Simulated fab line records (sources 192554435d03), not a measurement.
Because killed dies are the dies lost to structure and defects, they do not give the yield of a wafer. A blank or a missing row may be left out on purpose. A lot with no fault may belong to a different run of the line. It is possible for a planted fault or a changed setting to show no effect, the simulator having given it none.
The tool behind it: which one? + flow n5-finfet + 21 lots, 63 wafers sampled, at 6 steps of a route of 1938

== WHAT THE GAUGES SHOWED, per wafer ==
No reading from a measuring or inspecting step in the record can be judged against a usual standard deviation.

== EACH LOT AND THE TOOL THAT RAN IT (in order: tool; ch and the chambers of the sampled wafers; start) ==
| lot  | N5_ZERO_LAYER_ETCH_17             | N5_FIN_SAQP_PECVD_48           | N5_FIN_SAQP_PECVD_06           | N5_FIN_SAQP_ETCH_51               | N5_FIN_SAQP_SPACER1_ETCHBACK_25   | N5_FIN_SAQP_MANDREL_ETCH_58     |
|------|-----------------------------------|--------------------------------|--------------------------------|-----------------------------------|-----------------------------------|---------------------------------|
| L074 | rie-diel-01 ch 2,3, day 1 13:10   | pecvd-01 ch 0,1, day 1 21:04   | pecvd-01 ch 0,1, day 1 21:07   | rie-diel-05 ch 1,2,3, day 1 21:49 | rie-diel-02 ch 0,2,3, day 1 23:35 | rie-si-06 ch 0,1,2, day 1 23:59 |
| L076 | rie-diel-06 ch 0,1, day 2 01:10   | pecvd-03 ch 0,1,2, day 2 09:15 | pecvd-03 ch 0,1,2, day 2 09:17 | rie-diel-04 ch 0,2,3, day 2 09:52 | rie-diel-04 ch 0,1,3, day 2 11:53 | rie-si-01 ch 2,3, day 2 12:17   |
| L077 | rie-diel-06 ch 2,3, day 2 06:43   | pecvd-03 ch 0,2, day 2 14:44   | pecvd-03 ch 0,2, day 2 14:46   | rie-diel-02 ch 0,2, day 2 15:21   | rie-diel-05 ch 0,2,3, day 2 18:17 | rie-si-01 ch 1,2,3, day 2 18:43 |
| L078 | rie-diel-01 ch 0,3, day 2 12:50   | pecvd-03 ch 0,1,2, day 2 20:38 | pecvd-03 ch 0,1,2, day 2 20:41 | rie-diel-05 ch 0,2,3, day 2 21:23 | rie-diel-04 ch 0,2,3, day 2 23:09 | rie-si-06 ch 0,2,3, day 2 23:44 |
| L079 | rie-diel-01 ch 0,1,2, day 2 18:43 | pecvd-03 ch 0,1,2, day 3 02:55 | pecvd-03 ch 0,1,2, day 3 02:57 | rie-diel-05 ch 0,3, day 3 03:32   | rie-diel-02 ch 0,3, day 3 05:25   | rie-si-01 ch 1,2,3, day 3 05:47 |
| L080 | rie-diel-03 ch 0,2,3, day 3 00:43 | pecvd-04 ch 1,2, day 3 09:01   | pecvd-04 ch 1,2, day 3 09:04   | rie-diel-05 ch 0,2,3, day 3 09:51 | rie-diel-02 ch 0,3, day 3 12:17   | rie-si-04 ch 0,2,3, day 3 12:40 |
| L081 | rie-diel-01 ch 0,2,3, day 3 06:50 | pecvd-03 ch 0,1,2, day 3 14:50 | pecvd-03 ch 0,1,2, day 3 14:52 | rie-diel-04 ch 2,3, day 3 15:27   | rie-diel-02 ch 0,1,2, day 3 17:20 | rie-si-01 ch 2,3, day 3 17:43   |
| L082 | rie-diel-03 ch 0,1,2, day 3 12:44 | pecvd-04 ch 0,2, day 3 20:41   | pecvd-04 ch 0,2, day 3 20:43   | rie-diel-05 ch 0,2, day 3 21:33   | rie-diel-04 ch 0,3, day 3 23:19   | rie-si-06 ch 0,1,3, day 3 23:43 |
| L083 | rie-diel-01 ch 0,2, day 3 18:50   | pecvd-04 ch 0,1,2, day 4 02:59 | pecvd-04 ch 0,1,2, day 4 03:01 | rie-diel-05 ch 0,1,2, day 4 03:40 | rie-diel-04 ch 0,1,3, day 4 05:39 | rie-si-04 ch 0,1,2, day 4 06:13 |
| L084 | rie-diel-03 ch 1,3, day 4 00:43   | pecvd-04 ch 1,2, day 4 08:32   | pecvd-04 ch 1,2, day 4 08:34   | rie-diel-05 ch 1,2, day 4 09:17   | rie-diel-04 ch 0,2,3, day 4 11:08 | rie-si-04 ch 0,2, day 4 11:32   |
| L085 | rie-diel-01 ch 2,3, day 4 06:44   | pecvd-01 ch 1,2, day 4 15:11   | pecvd-01 ch 1,2, day 4 15:13   | rie-diel-05 ch 1,3, day 4 15:48   | rie-diel-02 ch 1,2, day 4 17:37   | rie-si-06 ch 0,1, day 4 18:01   |
| L086 | rie-diel-06 ch 0,1,2, day 4 14:06 | pecvd-01 ch 1,2, day 4 21:47   | pecvd-01 ch 1,2, day 4 21:50   | rie-diel-04 ch 0,1,2, day 4 22:25 | rie-diel-05 ch 2,3, day 5 00:16   | rie-si-04 ch 0,1,3, day 5 00:39 |
| L087 | rie-diel-06 ch 0,1,2, day 4 18:50 | pecvd-01 ch 1,2, day 5 03:50   | pecvd-01 ch 1,2, day 5 03:52   | rie-diel-04 ch 0,2,3, day 5 04:34 | rie-diel-02 ch 0,2, day 5 06:37   | rie-si-01 ch 0,1,2, day 5 07:04 |
| L088 | rie-diel-06 ch 0,2,3, day 5 00:52 | pecvd-04 ch 0,1,2, day 5 09:11 | pecvd-04 ch 0,1,2, day 5 09:13 | rie-diel-02 ch 0,2,3, day 5 09:48 | rie-diel-02 ch 0,1,2, day 5 11:38 | rie-si-04 ch 0,2,3, day 5 12:02 |
| L089 | rie-diel-03 ch 2,3, day 5 06:58   | pecvd-03 ch 1,2, day 5 15:09   | pecvd-03 ch 1,2, day 5 15:11   | rie-diel-04 ch 0,2, day 5 16:11   | rie-diel-05 ch 1,2,3, day 5 18:19 | rie-si-04 ch 0,2, day 5 18:48   |
| L090 | rie-diel-06 ch 2,3, day 5 12:43   | pecvd-01 ch 0,2, day 5 23:08   | pecvd-01 ch 0,2, day 5 23:11   | rie-diel-02 ch 0,1, day 5 23:53   | rie-diel-02 ch 1,2, day 6 01:46   | rie-si-04 ch 0,2, day 6 02:11   |
| L092 | rie-diel-03 ch 0,2,3, day 6 08:42 | pecvd-01 ch 0,1,2, day 6 18:01 | pecvd-01 ch 0,1,2, day 6 18:04 | rie-diel-05 ch 0,1,3, day 6 18:46 | rie-diel-05 ch 0,2,3, day 6 21:25 | rie-si-01 ch 1,2,3, day 6 21:49 |
| L093 | rie-diel-01 ch 0,2, day 6 08:49   | pecvd-01 ch 0,1, day 6 17:25   | pecvd-01 ch 0,1, day 6 17:28   | rie-diel-05 ch 0,2, day 6 18:21   | rie-diel-02 ch 1,2,3, day 6 20:46 | rie-si-06 ch 0,1, day 6 21:11   |
| L094 | rie-diel-06 ch 1,2, day 6 13:13   | pecvd-03 ch 0,1, day 6 22:03   | pecvd-03 ch 0,1, day 6 22:05   | rie-diel-02 ch 2,3, day 6 22:50   | rie-diel-02 ch 1,2,3, day 7 00:37 | rie-si-01 ch 0,3, day 7 01:00   |
| L095 | rie-diel-06 ch 2,3, day 6 18:55   | pecvd-03 ch 1,2, day 7 03:15   | pecvd-03 ch 1,2, day 7 03:17   | rie-diel-02 ch 1,2,3, day 7 03:52 | rie-diel-02 ch 0,1, day 7 05:38   | rie-si-06 ch 0,1, day 7 06:02   |
| L097 | rie-diel-01 ch 1,2,3, day 7 06:52 | pecvd-01 ch 0,1,2, day 7 14:48 | pecvd-01 ch 0,1,2, day 7 14:50 | rie-diel-04 ch 0,2,3, day 7 15:31 | rie-diel-02 ch 0,1,3, day 7 17:22 | rie-si-06 ch 0,2,3, day 7 17:46 |
- N5_ZERO_LAYER_ETCH_17: etches SiO2 in CF4, target depth 12 nm, time 13.3 s.
- N5_FIN_SAQP_PECVD_48: deposits SiNx from SiH4/NH3/N2, target thk 25 nm, time 22.1 s.
- N5_FIN_SAQP_PECVD_06: deposits a-Si from SiH4/He, target thk 60 nm, time 48.1 s.
- N5_FIN_SAQP_ETCH_51: etches SiARC in CF4, target depth 45.5 nm, time 75.8 s.
- N5_FIN_SAQP_SPACER1_ETCHBACK_25: etches SiO2 in CHF3/O2, target depth 24.4 nm, time 12.2 s.
- N5_FIN_SAQP_MANDREL_ETCH_58: etches a-Si in HBr/Cl2, stops on SiNx, target depth 45 nm, bt time 10 s, time 27 s.

== WHAT THE TOOLS THEMSELVES READ (means of the sampled wafers that have a number; where no wafer has one, the mark that the record gives instead) ==
N5_ZERO_LAYER_ETCH_17.
| lot  | tool        | drypump-motor-current-A (A) | oes-product-au (a.u.) | rf-vpp-V (V) | showerhead-plenum-p-Torr (Torr) | throttle-valve-pct (%) |
|------|-------------|-----------------------------|-----------------------|--------------|---------------------------------|------------------------|
| L074 | rie-diel-01 | 6.0                         | 0.85                  | 949          | 2.15                            | 15.61                  |
| L076 | rie-diel-06 | 5.4                         | 0.77                  | 947          | 2.11                            | 15.68                  |
| L077 | rie-diel-06 | 5.2                         | 0.73                  | 950          | 2.16                            | 15.52                  |
| L078 | rie-diel-01 | 5.7                         | 0.79                  | 946          | 2.09                            | 15.74                  |
| L079 | rie-diel-01 | 5.3                         | 0.81                  | 951          | 2.19                            | 15.70                  |
| L080 | rie-diel-03 | 6.2                         | 0.71                  | 952          | 2.18                            | 15.74                  |
| L081 | rie-diel-01 | 5.7                         | 0.81                  | 948          | 2.13                            | 15.74                  |
| L082 | rie-diel-03 | 6.2                         | 0.68                  | 951          | 2.17                            | 15.73                  |
| L083 | rie-diel-01 | 5.5                         | 0.83                  | 950          | 2.17                            | 15.82                  |
| L084 | rie-diel-03 | 5.5                         | 0.71                  | 953          | 2.20                            | 15.79                  |
| L085 | rie-diel-01 | 5.9                         | 0.78                  | 946          | 2.10                            | 15.68                  |
| L086 | rie-diel-06 | 5.4                         | 0.84                  | 945          | 2.10                            | 15.51                  |
| L087 | rie-diel-06 | 5.5                         | 0.83                  | 945          | 2.10                            | 15.52                  |
| L088 | rie-diel-06 | 5.6                         | 0.85                  | 949          | 2.14                            | 15.47                  |
| L089 | rie-diel-03 | 6.2                         | 0.70                  | 948          | 2.16                            | 15.89                  |
| L090 | rie-diel-06 | 5.2                         | 0.91                  | 950          | 2.15                            | 15.24                  |
| L092 | rie-diel-03 | 6.2                         | 0.69                  | 951          | 2.17                            | 15.77                  |
| L093 | rie-diel-01 | 5.5                         | 0.81                  | 950          | 2.17                            | 15.85                  |
| L094 | rie-diel-06 | 5.0                         | 0.80                  | 947          | 2.12                            | 15.51                  |
| L095 | rie-diel-06 | 5.2                         | 0.88                  | 949          | 2.15                            | 15.24                  |
| L097 | rie-diel-01 | 5.6                         | 0.75                  | 948          | 2.15                            | 15.69                  |

N5_FIN_SAQP_PECVD_48.
| lot  | tool     | heater-power-w (W) | showerhead-plenum-p-Torr (Torr) | throttle-valve-pct (%) |
|------|----------|--------------------|---------------------------------|------------------------|
| L074 | pecvd-01 | 752                | 5.14                            | 39.5                   |
| L076 | pecvd-03 | 799                | 5.09                            | 38.4                   |
| L077 | pecvd-03 | 800                | 5.13                            | 37.0                   |
| L078 | pecvd-03 | 825                | 5.09                            | 38.3                   |
| L079 | pecvd-03 | 816                | 5.08                            | 38.4                   |
| L080 | pecvd-04 | 713                | 5.10                            | 39.9                   |
| L081 | pecvd-03 | 769                | 5.10                            | 38.6                   |
| L082 | pecvd-04 | 686                | 5.17                            | 40.8                   |
| L083 | pecvd-04 | 671                | 5.13                            | 40.4                   |
| L084 | pecvd-04 | 648                | 5.09                            | 40.0                   |
| L085 | pecvd-01 | 753                | 5.16                            | 38.6                   |
| L086 | pecvd-01 | 746                | 5.16                            | 38.6                   |
| L087 | pecvd-01 | 747                | 5.15                            | 38.5                   |
| L088 | pecvd-04 | 750                | 5.13                            | 40.5                   |
| L089 | pecvd-03 | 776                | 5.09                            | 39.1                   |
| L090 | pecvd-01 | 772                | 5.12                            | 40.1                   |
| L092 | pecvd-01 | 757                | 5.14                            | 39.4                   |
| L093 | pecvd-01 | 772                | 5.16                            | 39.4                   |
| L094 | pecvd-03 | 782                | 5.05                            | 39.8                   |
| L095 | pecvd-03 | 702                | 5.11                            | 37.8                   |
| L097 | pecvd-01 | 732                | 5.13                            | 39.3                   |

N5_FIN_SAQP_PECVD_06.
| lot  | tool     | heater-power-w (W) | showerhead-plenum-p-Torr (Torr) | throttle-valve-pct (%) |
|------|----------|--------------------|---------------------------------|------------------------|
| L074 | pecvd-01 | 805                | 5.67                            | 18.0                   |
| L076 | pecvd-03 | 894                | 5.63                            | 17.6                   |
| L077 | pecvd-03 | 863                | 5.67                            | 16.9                   |
| L078 | pecvd-03 | 803                | 5.63                            | 17.4                   |
| L079 | pecvd-03 | 862                | 5.64                            | 17.6                   |
| L080 | pecvd-04 | 713                | 5.63                            | 18.1                   |
| L081 | pecvd-03 | 818                | 5.63                            | 17.6                   |
| L082 | pecvd-04 | 865                | 5.69                            | 18.5                   |
| L083 | pecvd-04 | 774                | 5.66                            | 18.3                   |
| L084 | pecvd-04 | 791                | 5.63                            | 18.2                   |
| L085 | pecvd-01 | 833                | 5.68                            | 17.6                   |
| L086 | pecvd-01 | 784                | 5.67                            | 17.5                   |
| L087 | pecvd-01 | 856                | 5.68                            | 17.5                   |
| L088 | pecvd-04 | 836                | 5.65                            | 18.3                   |
| L089 | pecvd-03 | 788                | 5.63                            | 17.6                   |
| L090 | pecvd-01 | 842                | 5.65                            | 18.4                   |
| L092 | pecvd-01 | 842                | 5.67                            | 17.7                   |
| L093 | pecvd-01 | 785                | 5.68                            | 18.1                   |
| L094 | pecvd-03 | 871                | 5.61                            | 18.3                   |
| L095 | pecvd-03 | 848                | 5.65                            | 17.3                   |
| L097 | pecvd-01 | 830                | 5.67                            | 17.8                   |

N5_FIN_SAQP_ETCH_51.
| lot  | tool        | drypump-motor-current-A (A) | etch-rf-on-time-s (s) | oes-product-au (a.u.) | rf-vpp-V (V) | showerhead-plenum-p-Torr (Torr) | throttle-valve-pct (%) |
|------|-------------|-----------------------------|-----------------------|-----------------------|--------------|---------------------------------|------------------------|
| L074 | rie-diel-05 | 5.8                         | 75.5                  | 0.60                  | 184.0        | 2.13                            | 15.92                  |
| L076 | rie-diel-04 | 5.8                         | 75.1                  | 0.62                  | 184.8        | 2.16                            | 15.59                  |
| L077 | rie-diel-02 | 6.1                         | 76.0                  | 0.72                  | 186.0        | 2.19                            | 15.33                  |
| L078 | rie-diel-05 | 5.9                         | 75.7                  | 0.59                  | 184.1        | 2.12                            | 15.88                  |
| L079 | rie-diel-05 | 5.4                         | 78.3                  | 0.57                  | 182.3        | 2.06                            | 15.89                  |
| L080 | rie-diel-05 | 5.8                         | 76.6                  | 0.58                  | 184.5        | 2.12                            | 15.90                  |
| L081 | rie-diel-04 | 6.3                         | 75.3                  | 0.64                  | 184.2        | 2.18                            | 15.62                  |
| L082 | rie-diel-05 | 6.3                         | 76.1                  | 0.60                  | 184.2        | 2.18                            | 15.91                  |
| L083 | rie-diel-05 | 5.9                         | 75.5                  | 0.67                  | 184.3        | 2.14                            | 15.75                  |
| L084 | rie-diel-05 | 6.2                         | 77.1                  | 0.67                  | 183.9        | 2.18                            | 15.81                  |
| L085 | rie-diel-05 | 5.3                         | 75.0                  | 0.82                  | 185.4        | 2.23                            | 15.47                  |
| L086 | rie-diel-04 | 5.4                         | 75.3                  | 0.67                  | 184.0        | 2.14                            | 15.52                  |
| L087 | rie-diel-04 | 5.8                         | 75.2                  | 0.61                  | 184.5        | 2.15                            | 15.63                  |
| L088 | rie-diel-02 | 5.9                         | 77.0                  | 0.65                  | 185.2        | 2.16                            | 15.48                  |
| L089 | rie-diel-04 | 5.6                         | 74.6                  | 0.60                  | 184.0        | 2.12                            | 15.68                  |
| L090 | rie-diel-02 | 5.6                         | 76.6                  | 0.68                  | 182.6        | 2.09                            | 15.51                  |
| L092 | rie-diel-05 | 5.5                         | 75.4                  | 0.78                  | 183.4        | 2.16                            | 15.45                  |
| L093 | rie-diel-05 | 6.3                         | 76.8                  | 0.66                  | 184.7        | 2.17                            | 15.78                  |
| L094 | rie-diel-02 | 5.9                         | 76.3                  | 0.77                  | 185.5        | 2.21                            | 15.20                  |
| L095 | rie-diel-02 | 5.7                         | 75.9                  | 0.75                  | 184.2        | 2.20                            | 15.30                  |
| L097 | rie-diel-04 | 5.8                         | 74.5                  | 0.60                  | 184.1        | 2.14                            | 15.67                  |

N5_FIN_SAQP_SPACER1_ETCHBACK_25.
| lot  | tool        | CHF3_flow_sccm (sccm) | drypump-motor-current-A (A) | oes_ar_750_au (a.u.) | oes-product-au (a.u.) | rf-vpp-V (V) | showerhead-plenum-p-Torr (Torr) | throttle-valve-pct (%) |
|------|-------------|-----------------------|-----------------------------|----------------------|-----------------------|--------------|---------------------------------|------------------------|
| L074 | rie-diel-02 | 49.94                 | 5.9                         | 0.79                 | 0.78                  | 531          | 2.45                            | 18.71                  |
| L076 | rie-diel-04 | 50.12                 | 5.7                         | 0.71                 | 0.71                  | 534          | 2.44                            | 18.80                  |
| L077 | rie-diel-05 | 49.85                 | 5.8                         | 0.70                 | 0.69                  | 517          | 2.38                            | 19.11                  |
| L078 | rie-diel-04 | 49.90                 | 5.8                         | 0.72                 | 0.72                  | 532          | 2.42                            | 18.80                  |
| L079 | rie-diel-02 | 49.90                 | 5.7                         | 0.73                 | 0.72                  | 543          | 2.42                            | 18.83                  |
| L080 | rie-diel-02 | 49.98                 | 5.7                         | 0.72                 | 0.72                  | 543          | 2.42                            | 18.82                  |
| L081 | rie-diel-02 | 50.03                 | 5.7                         | 0.85                 | 0.85                  | 524          | 2.43                            | 18.66                  |
| L082 | rie-diel-04 | 49.93                 | 6.1                         | 0.72                 | 0.73                  | 533          | 2.45                            | 18.75                  |
| L083 | rie-diel-04 | 49.91                 | 5.7                         | 0.80                 | 0.81                  | 534          | 2.44                            | 18.70                  |
| L084 | rie-diel-04 | 49.82                 | 5.8                         | 0.71                 | 0.72                  | 532          | 2.41                            | 18.81                  |
| L085 | rie-diel-02 | 50.01                 | 5.6                         | 0.89                 | 0.89                  | 519          | 2.48                            | 18.63                  |
| L086 | rie-diel-05 | 49.90                 | 6.1                         | 0.80                 | 0.79                  | 519          | 2.52                            | 19.06                  |
| L087 | rie-diel-02 | 50.11                 | 5.9                         | 0.79                 | 0.78                  | 530          | 2.38                            | 18.72                  |
| L088 | rie-diel-02 | 49.91                 | 5.8                         | 0.83                 | 0.83                  | 524          | 2.43                            | 18.68                  |
| L089 | rie-diel-05 | 50.03                 | 5.8                         | 0.84                 | 0.85                  | 522          | 2.47                            | 18.92                  |
| L090 | rie-diel-02 | 50.19                 | 5.5                         | 0.87                 | 0.88                  | 518          | 2.47                            | 18.64                  |
| L092 | rie-diel-05 | 50.00                 | 5.8                         | 0.85                 | 0.85                  | 520          | 2.47                            | 18.89                  |
| L093 | rie-diel-02 | 50.12                 | 5.7                         | 0.88                 | 0.89                  | 526          | 2.48                            | 18.59                  |
| L094 | rie-diel-02 | 50.01                 | 5.7                         | 0.88                 | 0.87                  | 525          | 2.47                            | 18.59                  |
| L095 | rie-diel-02 | 50.11                 | 5.5                         | 0.82                 | 0.82                  | 529          | 2.39                            | 18.74                  |
| L097 | rie-diel-02 | 49.95                 | 5.6                         | 0.83                 | 0.84                  | 536          | 2.40                            | 18.68                  |

N5_FIN_SAQP_MANDREL_ETCH_58.
| lot  | tool      | drypump-motor-current-A (A) | oes-product-au (a.u.) | throttle-valve-pct (%) |
|------|-----------|-----------------------------|-----------------------|------------------------|
| L074 | rie-si-06 | 5.4                         | 0.681                 | 35.49                  |
| L076 | rie-si-01 | 5.7                         | 0.715                 | 35.41                  |
| L077 | rie-si-01 | 5.7                         | 0.707                 | 35.52                  |
| L078 | rie-si-06 | 5.6                         | 0.703                 | 35.43                  |
| L079 | rie-si-01 | 5.7                         | 0.710                 | 35.50                  |
| L080 | rie-si-04 | 5.3                         | 0.700                 | 35.54                  |
| L081 | rie-si-01 | 5.9                         | 0.714                 | 35.49                  |
| L082 | rie-si-06 | 5.7                         | 0.704                 | 35.46                  |
| L083 | rie-si-04 | 5.7                         | 0.692                 | 35.34                  |
| L084 | rie-si-04 | 5.5                         | 0.709                 | 35.59                  |
| L085 | rie-si-06 | 5.6                         | 0.689                 | 35.39                  |
| L086 | rie-si-04 | 5.6                         | 0.690                 | 35.29                  |
| L087 | rie-si-01 | 5.5                         | 0.708                 | 35.62                  |
| L088 | rie-si-04 | 5.3                         | 0.707                 | 35.54                  |
| L089 | rie-si-04 | 5.5                         | 0.714                 | 35.58                  |
| L090 | rie-si-04 | 5.4                         | 0.703                 | 35.64                  |
| L092 | rie-si-01 | 5.7                         | 0.695                 | 35.54                  |
| L093 | rie-si-06 | 5.5                         | 0.682                 | 35.40                  |
| L094 | rie-si-01 | 5.6                         | 0.713                 | 35.82                  |
| L095 | rie-si-06 | 5.4                         | 0.681                 | 35.50                  |
| L097 | rie-si-06 | 5.6                         | 0.703                 | 35.45                  |

== THE ANSWER, worked out from the rows above alone ==
Rule: the lots themselves supply what counts as usual. Put in order of their means at a reading, lots are off if they are a third of the lots or fewer, leave a main group of 4 or more, and stand apart from it by a gap of 3 or more times the standard deviation of the main group's means; of several such gaps the widest counts. A main group is skipped when, at the precision printed for the reading in the tables above, its means are all equal. A lot without any number at a reading at which 4 lots or more have one is off too. Where the step has rows for the other lots, those lots are counted as sound. First the gauges in route order, then the tools' own readings, where a lot's mean is used as printed above. At the first step where some lot is off, the reading lying furthest off is the one used; lots without a number count as furthest.
No lot is off at any reading shown: from this, nothing can be told.

== WHAT THE SIMULATOR HAD PUT IN ==
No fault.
